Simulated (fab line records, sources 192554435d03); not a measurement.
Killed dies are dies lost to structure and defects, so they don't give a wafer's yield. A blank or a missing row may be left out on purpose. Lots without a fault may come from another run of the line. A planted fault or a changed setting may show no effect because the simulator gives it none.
fab line records | flow n5_finfet
record lots=7 wafers=21
route steps=1938 shown BEOL_M13@1680 BEOL_M14@1753 BEOL_M15@1796 MIM_TOP_ETCH@1851 PAD_METAL@1895 PASSIVATION@1901
start_h: hours from the record's first day to the start of the lot's first wafer shown | wait_h: hours since the lot's step before | " the same as in the row above | L1.1+2: a row that stands for several wafers | - no value, or no start given | * or withheld: withheld | < > ~ a bound
route shown NAME@n: a module of which the file shows steps, and the number in the route of the first | usual: mean/standard deviation of fault-free wafers | same: alike in all rows | chamber/n: place in a boat | sites: the reading at each site | _std_site: their standard deviation | _edge_site: outer sites' mean less inner sites' | radius_mm: how far each site lies from the wafer's centre | mask NAME#n: copy n | behind: the tool/chamber that last shaped the wafer | hold: why the lot was held/for how many hours/how that ended | device: the transistor (n, p or np) that didn't switch | end of line: the same wafers' tests at the end of the route | a step without rows: its recipe alone | killed: dies lost to structure and defects at the first sort, not the wafer's yield | map: a wafer's dies, x killed, . not, _ none there
set.NAME: the setting as run; set.NAME@STEP: as run at that earlier step | model.NAME: the simulator's own value behind a step, which no gauge read
lots whose settings were changed on purpose; a table a step, a row a wafer
## steps
# step N5_BEOL_M13_COAT_65
# recipe resist=SOC temp_c=250 time_s=60 spin_rpm=1500 resist_thk_nm=350
# columns lot.wafer tool chamber start_h wait_h set.spin_rpm model.SOC_of_BEOL_M13_COAT_65.thk_nm
L074.1 litho_track-04 0 233.64 0.0 1500 350
L074.4 " 0 " " 1500 349.8
L074.5 " 0 " " 1500 349.4
L080.2 litho_track-04 0 261.04 0.0 1594 342.6
L080.4 " 0 " " 1594 341.4
L080.5 " 0 " " 1500 352.2
L081.2 litho_track-02 0 265.23 0.0 1608 337.2
L081.5 " 0 " " 1500 350
L081.6 " 0 " " 1500 349.8
L085.3 litho_track-02 0 299.56 0.0 1500 350.4
L085.4 " 0 " " 1500 349.8
L085.6 " 0 " " 1392 364.8
L087.1 litho_track-04 0 304.89 0.0 1500 350.4
L087.2 " 0 " " 1500 349.2
L087.4 " 0 " " 1500 349.4
L091.1+2 litho_track-04 0 325.18 0.0 1500 350.2
L091.6 " 0 " " 1500 349.4
L095.2 litho_track-02 0 369.89 0.0 1423 360.4
L095.3 " 0 " " 1500 350
L095.6 " 0 " " 1423 359.2
# step N5_BEOL_M14_TRENCH_ETCH_34
# recipe chemistry=C4F8/O2/Ar target=SiO2 target_depth_a=5566.5 mask_material=SOC he_inner_torr=15 he_outer_torr=30 time_s=126.9 ion_energy_ev=800 pressure_mtorr=20 source_w=1905 bias_w=2040 Ar_flow_sccm=400 C4F8_flow_sccm=16 O2_flow_sccm=12
# columns lot.wafer tool chamber start_h wait_h set.time_s model.etch.depth_nm
L074.1 rie_diel-03 3 240.91 0.0 126.9 571.6
L074.4 " 1 " " 138.7 614.2
L074.5 " 0 " " 138.7 607.2
L080.2 rie_diel-03 2 267.29 0.0 110.5 489.6
L080.4 " 0 " " 126.9 563
L080.5 " 1 " " 110.5 492.4
L081.2 rie_diel-02 3 274.05 0.0 126.9 547.8
L081.5 " 1 " " 126.9 552.5
L081.6 " 2 " " 126.9 558.6
L085.3 rie_diel-03 2 305.11 0.0 126.9 547.7
L085.4 " 3 " " 126.9 564.1
L085.6 " 2 " " 126.9 547.8
L087.1 rie_diel-03 0 310.53 0.0 126.9 551.2
L087.2 " 3 " " 126.9 568.4
L087.4 " 0 " " 126.9 548
L091.1 rie_diel-03 3 334.45 0.0 126.9 570.7
L091.2 " 1 " " 135.5 605
L091.6 " 1 " " 135.5 607
L095.2 rie_diel-03 0 377.74 0.0 109.3 471.4
L095.3 " 2 " " 126.9 575.6
L095.6 " 0 " " 126.9 545.7
# step N5_BEOL_M14_STRIP_70
# recipe chemistry=C4F8/O2/Ar resist=SiARC rf_frequency_hz=6e+07
# step N5_BEOL_M14_OCD_MEAS_35
# usual trench_depth_nm=559/8
# columns lot.wafer tool chamber start_h wait_h set.time_s@BEOL_M14_TRENCH_ETCH_34 trench_depth_nm
L074.1 ocd-01 - 241.07 0.0 126.9 572
L074.4 " - " " 138.7 614
L074.5 " - " " 138.7 607
L080.2 ocd-01 - 267.45 0.0 110.5 489
L080.4 " - " " 126.9 563
L080.5 " - " " 110.5 492
L081.2 ocd-02 - 274.20 0.0 126.9 548
L081.5 " - " " 126.9 553
L081.6 " - " " 126.9 558
L085.3 ocd-01 - 305.27 0.0 126.9 547
L085.4 " - " " 126.9 564
L085.6 " - " " 126.9 548
L087.1 ocd-01 - 310.75 0.0 126.9 552
L087.2 " - " " 126.9 569
L087.4 " - " " 126.9 548
L091.1 ocd-01 - 334.60 0.0 126.9 571
L091.2 " - " " 135.5 605
L091.6 " - " " 135.5 607
L095.2 ocd-02 - 377.90 0.0 109.3 472
L095.3 " - " " 126.9 576
L095.6 " - " " 126.9 546
# step N5_BEOL_M14_SPUTTER_45
# recipe material=Cu target_thk_a=1000 temp_c=-20 bias_v=60 power_w=26000 chamber_pressure_pa=0.13 time_s=16.67
# columns lot.wafer tool chamber start_h wait_h set.power_w
L074.1+4 pvd_sputter-02 - 243.74 0.0 26000
L074.5 " - " " 23220
L080.2+4+5 pvd_sputter-02 - 269.45 0.0 26000
L081.2+5+6 pvd_sputter-03 - 276.11 0.0 26000
L085.3 pvd_sputter-02 - 306.62 0.0 28880
L085.4+6 " - " " 26000
L087.1+2+4 pvd_sputter-02 - 314.13 0.0 26000
L091.1+2 pvd_sputter-01 - 335.68 0.0 22970
L091.6 " - " " 26000
L095.2+3 pvd_sputter-01 - 384.37 0.0 22730
L095.6 " - " " 26000
# step N5_BEOL_M14_ECD_47
# recipe material=Cu target_thk_a=12480
# step N5_BEOL_M14_ANNEAL_48
# recipe temp_c=225 time_s=90 ambient=N2
# step N5_BEOL_M14_CMP_49
# recipe stop_on=SiO2 t_overpolish_s=5.2 down_force_psi=2 platen_rpm=80 clearing_platen_down_force_psi=2 clearing_platen_rpm=80 post_cmp_clean=cu_alkaline target_thk_nm=560 clearing_platen_pad_velocity_m_s=1.5917 pad_velocity_m_s=1.5917
# columns lot.wafer tool chamber start_h wait_h set.time_s@BEOL_M14_TRENCH_ETCH_34 model.Cu_of_BEOL_M14_ECD_47.thk_nm
L074.4 cmp-02 3 244.34 0.1 138.7 616.6
L074.1 " 0 " " 126.9 575.2
L074.5 " 0 " " 138.7 -
L080.4 cmp-02 1 270.09 0.2 126.9 566.8
L080.2 " 3 " " 110.5 492.4
L080.5 " 1 " " 110.5 496.8
L081.2 cmp-03 2 277.04 0.3 126.9 551.4
L081.5 " 3 " " 126.9 556.6
L081.6 " 0 " " 126.9 561.2
L085.4 cmp-04 3 307.28 0.1 126.9 569
L085.3 " 2 " " 126.9 -
L085.6 " 0 " " 126.9 552.8
L087.2 cmp-04 2 314.74 0.2 126.9 572.4
L087.4 " 3 " " 126.9 552
L087.1 " 1 " " 126.9 552.8
L091.2 cmp-03 1 336.28 0.2 135.5 -
L091.1 " 2 " " 126.9 -
L091.6 " 1 " " 135.5 609.8
L095.3 cmp-03 2 386.11 0.2 126.9 -
L095.2 " 1 " " 109.3 -
L095.6 " 2 " " 126.9 550.6
# step N5_BEOL_M14_PRE_CLEAN_52
# recipe gas=NH3 time_s=15 temp_c=withheld rf_power_w=300
# step N5_BEOL_M14_DEP_53
# recipe material=SiCN target_thk_a=500 temp_c=withheld precursor=3MS/NH3 pressure_torr=3 rf_w=675 time_s=17.8
# step N5_BEOL_M14_RS_MEAS_54
# recipe thk_meas_gauge=four-point-probe reads=Cu_of_BEOL_M14_ECD_47+Ta_of_BEOL_M14_SPUTTER_44+TaN_of_BEOL_M14_SPUTTER_43
# usual M14_RS=0.0331/0.00048
# columns lot.wafer tool chamber start_h wait_h set.time_s@BEOL_M14_TRENCH_ETCH_34 M14_RS[ohm/sq]
L074.1 film_metro-01 - 244.79 0.1 126.9 0.0323
L074.4 " - " " 138.7 0.0301
L074.5 " - " " 138.7 0.0304
L080.2 film_metro-01 - 270.48 0.1 110.5 0.0379
L080.4 " - " " 126.9 0.0328
L080.5 " - " " 110.5 0.0376
L081.2 film_metro-02 - 277.35 0.1 126.9 0.0337
L081.5 " - " " 126.9 0.0333
L081.6 " - " " 126.9 0.0331
L085.3 film_metro-02 - 307.72 0.1 126.9 0.0337
L085.4 " - " " 126.9 0.0327
L085.6 " - " " 126.9 0.0336
L087.1 film_metro-02 - 315.16 0.0 126.9 0.0336
L087.2 " - " " 126.9 0.0324
L087.4 " - " " 126.9 0.0336
L091.1 film_metro-01 - 336.70 0.0 126.9 0.0324
L091.2 " - " " 135.5 0.0306
L091.6 " - " " 135.5 0.0305
L095.2 film_metro-01 - 386.53 0.1 109.3 0.0391
L095.3 " - " " 126.9 0.0320
L095.6 " - " " 126.9 0.0337
# step N5_BEOL_M15_COAT_60
# recipe resist=BARC temp_c=205 time_s=60 spin_rpm=1500 resist_thk_nm=89
# columns lot.wafer tool chamber start_h wait_h set.spin_rpm model.BARC_of_BEOL_M15_COAT_60.thk_nm
L074.1 litho_track-01 0 246.83 0.3 1451 90.6
L074.4+5 " 0 " " 1500 89
L080.2+4 litho_track-01 0 272.41 0.3 1500 89.2
L080.5 " 0 " " 1545 87.6
L081.2 litho_track-01 0 279.46 0.3 1645 85.4
L081.5 " 0 " " 1500 89.2
L081.6 " 0 " " 1500 89
L085.3+4 litho_track-03 0 309.62 0.3 1400 92
L085.6 " 0 " " 1500 89
L087.1 litho_track-02 0 317.22 0.3 1500 89.2
L087.2+4 " 0 " " 1500 89.4
L091.1+2 litho_track-03 0 338.54 0.3 1500 89
L091.6 " 0 " " 1500 88.8
L095.2+3 litho_track-01 0 388.76 0.3 1500 89.6
L095.6 " 0 " " 1622 86
# step N5_BEOL_M15_ETCH_61
# recipe chemistry=N2/H2 target=BARC target_depth_a=890 overetch_a=267 time_s=67.9 ion_energy_ev=200 pressure_mtorr=30 source_w=840 bias_w=150 n2_flow_sccm=200 h2_flow_sccm=200
# usual rf_vpp_V=522.9/2.3
# columns lot.wafer tool chamber start_h wait_h set.bias_w set.spin_rpm@BEOL_M15_COAT_60 rf_vpp_V model.etch.depth_nm
L074.1 rie_diel-04 0 247.35 0.0 150 1451 520.5 90.62
L074.4 " 0 " " 150 1500 521.0 89.01
L074.5 " 3 " " 150 1500 522.1 88.93
L080.2 rie_diel-04 0 273.20 0.0 150 1500 521.3 89.18
L080.4 " 3 " " 169.1 1500 564.4 89.19
L080.5 " 0 " " 169.1 1545 562.7 87.56
L081.2 rie_diel-05 3 279.85 0.0 150 1645 521.2 85.35
L081.5 " 0 " " 150 1500 525.7 89.22
L081.6 " 3 " " 150 1500 521.0 88.96
L085.3 rie_diel-06 2 310.07 0.0 150 1400 524.9 92.09
L085.4 " 1 " " 150 1400 520.3 92.04
L085.6 " 2 " " 137.5 1500 498.1 89.04
L087.1 rie_diel-06 1 317.61 0.0 150 1500 521.1 89.27
L087.2 " 0 " " 150 1500 525.7 89.31
L087.4 " 2 " " 150 1500 526.0 89.36
L091.1 rie_diel-04 2 339.06 0.0 160.3 1500 543.8 88.94
L091.2 " 3 " " 160.3 1500 547.6 89.07
L091.6 " 3 " " 150 1500 522.9 88.79
L095.2 rie_diel-05 1 389.59 0.0 150 1500 517.7 89.6
L095.3 " 3 " " 124.3 1500 462.3 89.5
L095.6 " 1 " " 124.3 1622 460.5 85.97
# step N5_MIM_TOP_ETCH_ETCH_00
# recipe chemistry=Cl2/BCl3 target=TiN target_depth_a=385 ion_energy_ev=150 pressure_mtorr=10 icp_w=1000 bias_w=126 Cl2_flow_sccm=53.25 bcl3_flow_sccm=21.75 Ar_flow_sccm=25
# columns lot.wafer tool chamber start_h wait_h set.bias_w model.etch.depth_nm model.MIM_TOP_ETCH.feature_depth_nm
L074.1 rie_metal-01 1 255.17 0.1 142.9 41 41
L074.4 " 1 " " 142.9 41.09 41
L074.5 " 0 " " 126 38.29 38.2
L080.2 rie_metal-03 1 279.78 0.1 126 38.3 38.4
L080.4 " 1 " " 147.7 40.6 40.6
L080.5 " 1 " " 126 38.74 38.8
L081.2 rie_metal-03 0 288.32 0.1 126 39.31 39.4
L081.5 " 0 " " 126 39.45 39.4
L081.6 " 1 " " 126 38.56 38.6
L085.3 rie_metal-03 1 320.13 0.1 126 38.89 38.8
L085.4 " 0 " " 126 39.7 39.6
L085.6 " 0 " " 126 39.28 39.2
L087.1 rie_metal-03 0 328.75 0.1 126 39.13 39.2
L087.2 " 1 " " 126 38.76 38.8
L087.4 " 1 " " 126 38.75 38.8
L091.1 rie_metal-01 0 346.41 0.1 131.8 38.95 39
L091.2 " 1 " " 126 39.04 39
L091.6 " 1 " " 131.8 39.87 39.8
L095.2 rie_metal-03 1 394.83 0.1 126 39.32 39.4
L095.3 " 1 " " 136.1 40.04 40
L095.6 " 0 " " 126 39.78 39.8
# step N5_PASSIVATION_SPUTTER_20
# recipe material=TaN target_thk_a=500 temp_c=25 chamber_pressure_pa=0.4
# columns lot.wafer tool chamber start_h wait_h set.target_thk_a model.TaN_of_PASSIVATION_SPUTTER_20.thk_nm
L074.1 pvd_sputter-03 - 258.76 0.0 500 50.6
L074.4 " - " " 528.6 53.2
L074.5 " - " " 500 50.4
L080.2+5 pvd_sputter-01 - 283.37 0.0 500 51.2
L080.4 " - " " 500 51.4
L081.2+5+6 pvd_sputter-03 - 292.94 0.0 500 50.2
L085.3+4 pvd_sputter-01 - 325.61 0.0 500 49.4
L085.6 " - " " 500 49.6
L087.1+4 pvd_sputter-02 - 331.97 0.0 500 51
L087.2 " - " " 500 50.6
L091.1 pvd_sputter-02 - 349.65 0.0 541.8 55
L091.2 " - " " 541.8 54.4
L091.6 " - " " 500 50.6
L095.2 pvd_sputter-03 - 400.12 0.0 524.7 52.8
L095.3 " - " " 524.7 52.4
L095.6 " - " " 500 50.2
# step N5_PASSIVATION_EXPOSE_27
# recipe mask_id=PAD na=0.55 source_shape=conventional sigma_outer=0.8 polarization=unpolarized defocus_nm=0 dose_mj=32.3
# columns lot.wafer tool chamber start_h wait_h mask set.dose_mj
L074.1+5 krf_scanner-01 0 259.16 - PAD#0 33.05
L074.4 " 0 " " PAD#0 32.3
L080.2 krf_scanner-01 0 283.90 - PAD#0 32.3
L080.4+5 " 0 " " PAD#0 30.35
L081.2+5 krf_scanner-01 0 293.34 - PAD#0 30.18
L081.6 " 0 " " PAD#0 32.3
L085.3+4+6 krf_scanner-02 0 326.01 - PAD#0 32.3
L087.1+2+4 krf_scanner-02 0 332.49 - PAD#0 32.3
L091.1 krf_scanner-02 0 350.04 - PAD#0 33.06
L091.2+6 " 0 " " PAD#0 32.3
L095.2 krf_scanner-01 0 400.65 - PAD#0 34.61
L095.3+6 " 0 " " PAD#0 32.3
# step N5_PASSIVATION_PEB_28
# recipe peb_temp_c=withheld peb_time_s=*
# step N5_PASSIVATION_DEVELOP_29
# recipe develop_time_s=60 rinse_liquid=diw dry=air_spin dev_temp_c=21
# step N5_PASSIVATION_HARDBAKE_31
# recipe temp_c=130 time_s=120
# step N5_PASSIVATION_CD_MEAS_30
# recipe target_cd_nm=4000 landing_energy_ev=500 detector=se_inlens polarity=opening
# usual cd_nm=4000.2/1.6
# columns lot.wafer tool chamber start_h wait_h set.dose_mj@PASSIVATION_EXPOSE_27 cd_nm
L074.1 cd_sem-03 0 259.33 - 33.05 4004.7
L074.4 " 0 " " 32.3 4000.8
L074.5 " 0 " " 33.05 4005.7
L080.2 cd_sem-03 0 284.07 - 32.3 3999.0
L080.4 " 0 " " 30.35 3986.5
L080.5 " 0 " " 30.35 3986.9
L081.2 cd_sem-03 0 293.51 - 30.18 3988.4
L081.5 " 0 " " 30.18 3989.2
L081.6 " 0 " " 32.3 4002.7
L085.3 cd_sem-02 0 326.18 - 32.3 3999.5
L085.4 " 0 " " 32.3 4001.1
L085.6 " 0 " " 32.3 3998.7
L087.1 cd_sem-01 0 332.66 - 32.3 4000.3
L087.2 " 0 " " 32.3 4001.3
L087.4 " 0 " " 32.3 4000.3
L091.1 cd_sem-01 0 350.22 - 33.06 4006.9
L091.2 " 0 " " 32.3 4001.6
L091.6 " 0 " " 32.3 4003.7
L095.2 cd_sem-03 0 400.82 - 34.61 4013.2
L095.3 " 0 " " 32.3 3999.9
L095.6 " 0 " " 32.3 4000.7
## key
split step=N5_BEOL_M13_COAT_65 setting=spin_rpm stated=1500 by=wafer
response step=N5_BEOL_M13_COAT_65 reading=model.SOC_of_BEOL_M13_COAT_65.thk_nm change=-1.84 per=1% r=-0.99
split step=N5_BEOL_M14_TRENCH_ETCH_34 setting=time_s stated=126.9 by=wafer
response step=N5_BEOL_M14_TRENCH_ETCH_34 reading=model.etch.depth_nm change=+5.63 per=1% r=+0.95
response step=N5_BEOL_M14_OCD_MEAS_35 reading=trench_depth_nm change=+5.6 per=1% r=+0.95
response step=N5_BEOL_M14_CMP_49 reading=model.Cu_of_BEOL_M14_ECD_47.thk_nm change=+5.27 per=1% r=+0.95
response step=N5_BEOL_M14_RS_MEAS_54 reading=M14_RS change=-0.00037 per=1% r=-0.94
split step=N5_BEOL_M14_SPUTTER_45 setting=power_w stated=26000 by=wafer
response none clear
split step=N5_BEOL_M15_COAT_60 setting=spin_rpm stated=1500 by=wafer
response step=N5_BEOL_M15_COAT_60 reading=model.BARC_of_BEOL_M15_COAT_60.thk_nm change=-0.425 per=1% r=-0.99
response step=N5_BEOL_M15_ETCH_61 reading=model.etch.depth_nm change=-0.428 per=1% r=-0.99
split step=N5_BEOL_M15_ETCH_61 setting=bias_w stated=150 by=wafer
response step=N5_BEOL_M15_ETCH_61 reading=rf_vpp_V change=+3.26 per=1% r=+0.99
split step=N5_MIM_TOP_ETCH_ETCH_00 setting=bias_w stated=126 by=wafer
response step=N5_MIM_TOP_ETCH_ETCH_00 reading=model.etch.depth_nm change=+0.139 per=1% r=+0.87
response step=N5_MIM_TOP_ETCH_ETCH_00 reading=model.MIM_TOP_ETCH.feature_depth_nm change=+0.137 per=1% r=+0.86
split step=N5_PASSIVATION_SPUTTER_20 setting=target_thk_a stated=500 by=wafer
response step=N5_PASSIVATION_SPUTTER_20 reading=model.TaN_of_PASSIVATION_SPUTTER_20.thk_nm change=+0.485 per=1% r=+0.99
split step=N5_PASSIVATION_EXPOSE_27 setting=dose_mj stated=32.3 by=wafer
response step=N5_PASSIVATION_CD_MEAS_30 reading=cd_nm change=+1.96 per=1% r=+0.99
